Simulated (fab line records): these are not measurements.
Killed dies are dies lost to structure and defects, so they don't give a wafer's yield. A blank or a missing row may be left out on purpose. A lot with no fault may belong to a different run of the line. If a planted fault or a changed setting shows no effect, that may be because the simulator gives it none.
Matching of chambers | flow n5-finfet | N5_FIN_SAQP_PECVD_06 on pecvd-01: 3 sister chambers
The step deposits a-Si from SiH4/He, target thk 60 nm, time 48.1 s. 18 wafers are shown with their chamber, then 9 later ones without.

== WAFERS PAIRED WITH THEIR CHAMBERS ==
wafer  | chamber | showerhead-plenum-p-Torr (Torr) | throttle-valve-pct (%) | heater-power-w (W)
L074.2 | 1       | 5.72                            | 18.1                   | 894
L074.3 | 2       | 5.71                            | 17.3                   | 803
L074.6 | 2       | 5.71                            | 17.6                   | 661
L075.1 | 0       | 5.61                            | 18.5                   | 947
L075.2 | 1       | 5.71                            | 17.9                   | 932
L075.5 | 0       | 5.62                            | 18.2                   | 970
L078.1 | 0       | 5.61                            | 18.6                   | 902
L078.3 | 1       | 5.72                            | 17.8                   | 889
L078.6 | 2       | 5.71                            | 17.4                   | 796
L079.3 | 0       | 5.60                            | 18.5                   | 857
L079.4 | 1       | 5.71                            | 18.0                   | 977
L079.6 | 0       | 5.61                            | 18.5                   | 865
L080.3 | 1       | 5.70                            | 18.2                   | 862
L080.4 | 0       | 5.59                            | 18.3                   | 834
L080.5 | 1       | 5.72                            | 18.3                   | 862
L084.2 | 1       | 5.72                            | 18.2                   | 950
L084.4 | 2       | 5.71                            | 17.5                   | 770
L084.6 | 0       | 5.62                            | 18.7                   | 899

SIGNATURES (averages over the wafers above)
reading                  | chamber 0 | chamber 1 | chamber 2 | scatter within a chamber
showerhead-plenum-p-Torr | 5.6086    | 5.7143    | 5.7100    | 0.0084
throttle-valve-pct       | 18.471    | 18.071    | 17.450    | 0.167
heater-power-w           | 896.29    | 909.43    | 757.50    | 51.2
Rule: a wafer lies at a distance from a chamber equal to the root of the sum of squares, over the readings, of (its reading less the chamber's mean, divided by the reading's scatter). If the next closest chamber is less than 2 further off than the closest, the wafer can't be placed; otherwise it belongs to the closest. The scatter is the square root of a quotient: the sum, over the shown wafers, of each reading's squared deviation from its chamber's mean, divided by wafers minus chambers.

== WAFERS WHOSE CHAMBER IS MISSING ==
wafer  | showerhead-plenum-p-Torr (Torr) | throttle-valve-pct (%) | heater-power-w (W)
L085.3 | 5.60                            | 18.5                   | 901
L085.4 | 5.72                            | 17.9                   | 958
L085.5 | 5.71                            | 17.5                   | 789
L086.3 | 5.60                            | 18.7                   | 987
L086.4 | 5.72                            | 18.4                   | 969
L086.6 | 5.70                            | 17.6                   | 772
L087.1 | 5.61                            | 18.4                   | 950
L087.2 | 5.72                            | 18.1                   | 907
L087.3 | 5.71                            | 17.6                   | 791

== WHICH CHAMBER EACH WENT THROUGH ==
wafer  | from the rows above | in truth
L085.3 | 0                   | 0
L085.4 | 1                   | 1
L085.5 | 2                   | 2
L086.3 | 0                   | 0
L086.4 | 1                   | 1
L086.6 | 2                   | 2
L087.1 | 0                   | 0
L087.2 | 1                   | 1
L087.3 | 2                   | 2
Correct placement for 9 of the 9. Not placeable from these rows: 0. Number placed wrongly: 0.
